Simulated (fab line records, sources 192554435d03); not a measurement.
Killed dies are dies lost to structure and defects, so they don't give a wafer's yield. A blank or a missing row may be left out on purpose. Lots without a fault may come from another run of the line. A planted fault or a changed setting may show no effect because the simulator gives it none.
Which tool did it? | flow n5_finfet | 12 lots, 36 wafers sampled, at 1 step of a route of 1938

WHAT THE GAUGES READ, wafer by wafer
N5_BEOL_M0_CUTY_INSPECT_59: inspects for defects (macro).
lot  | measured     | on                | raw_defect_count
L075 | day 6 05:25  | defect_inspect-02 | 3 1 2
L077 | day 6 17:26  | defect_inspect-01 | 3 1 4
L079 | day 7 07:30  | defect_inspect-02 | 5 2 0
L080 | day 7 16:13  | defect_inspect-02 | 3 2 4
L083 | day 8 04:32  | defect_inspect-01 | 2 1 0
L085 | day 8 15:51  | defect_inspect-02 | 1 4 3
L087 | day 9 03:49  | defect_inspect-01 | 2 2 3
L089 | day 9 10:17  | defect_inspect-01 | 1 0 2
L091 | day 9 22:40  | defect_inspect-01 | 1 1 1
L093 | day 10 16:46 | defect_inspect-01 | 2 2 2
L095 | day 11 09:43 | defect_inspect-02 | 1 4 3
L097 | day 11 17:31 | defect_inspect-01 | 3 2 5

WHICH TOOL RAN EACH LOT (tool, then ch and the chambers of the sampled wafers, then the start)
The record holds no process step before these readings.

THE ANSWER, worked out from the rows above alone
Rule: what is usual is taken from the lots themselves. Put in order of their means at a reading, lots are off if they are a third of the lots or fewer, leave a main group of 4 or more, and stand apart from it by a gap of 3 or more times the standard deviation of the main group's means; of several such gaps the widest counts. A main group whose means are all the same, to the digits that the tables above print for the reading, isn't used. A lot without any number at a reading at which 4 lots or more have one is off too. The other lots that the step has rows for count as sound.
No lot is off at any reading shown: from this, nothing can be told.

WHAT THE SIMULATOR HAD PUT IN
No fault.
